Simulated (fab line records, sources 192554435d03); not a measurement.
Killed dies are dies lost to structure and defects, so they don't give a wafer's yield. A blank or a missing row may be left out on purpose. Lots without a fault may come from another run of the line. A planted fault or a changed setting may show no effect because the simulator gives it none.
Chamber matching | flow n5_finfet | N5_BEOL_M0_CUTY_ETCH_62 on rie_diel-04: 4 sister chambers
The step etches SiARC in CF4, time 58.5 s. 4 wafers are shown with their chamber, then 8 later ones without.

WAFERS WITH THEIR CHAMBER
wafer  | chamber | showerhead_plenum_p_Torr (Torr)
L083.3 | 2       | 2.10
L084.2 | 0       | 2.27
L084.5 | 1       | 2.04
L090.1 | 3       | 2.11

WAFERS WITHOUT THEIR CHAMBER
wafer  | showerhead_plenum_p_Torr (Torr)
L090.4 | 2.03
L090.5 | 2.09
L092.1 | 2.11
L092.3 | 2.03
L092.5 | 2.27
L093.3 | 2.26
L093.5 | 2.11
L093.6 | 2.27

WHICH CHAMBER EACH WENT THROUGH
wafer  | from the rows above     | in truth
L090.4 | 1                       | 1
L090.5 | can't be placed: 2 or 3 | 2
L092.1 | can't be placed: 3 or 2 | 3
L092.3 | 1                       | 1
L092.5 | 0                       | 0
L093.3 | 0                       | 0
L093.5 | can't be placed: 3 or 2 | 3
L093.6 | 0                       | 0
Placed correctly: 5 of 8. Can't be placed from these rows: 3 (the true chamber is among the candidates in 3). Placed wrongly: 0.
How it was worked out, from the rows above alone: a wafer's distance from a chamber is the root of the sum, over the readings, of the square of ((its reading less the chamber's mean) divided by the reading's scatter). The wafer belongs to the nearest chamber; if the next one is less than 2 further off, it can't be placed. A chamber's mean is the mean of its shown wafers. The scatter: with one shown wafer a chamber, the root of the mean of the squares of how far each hidden wafer lies from its nearest shown one.
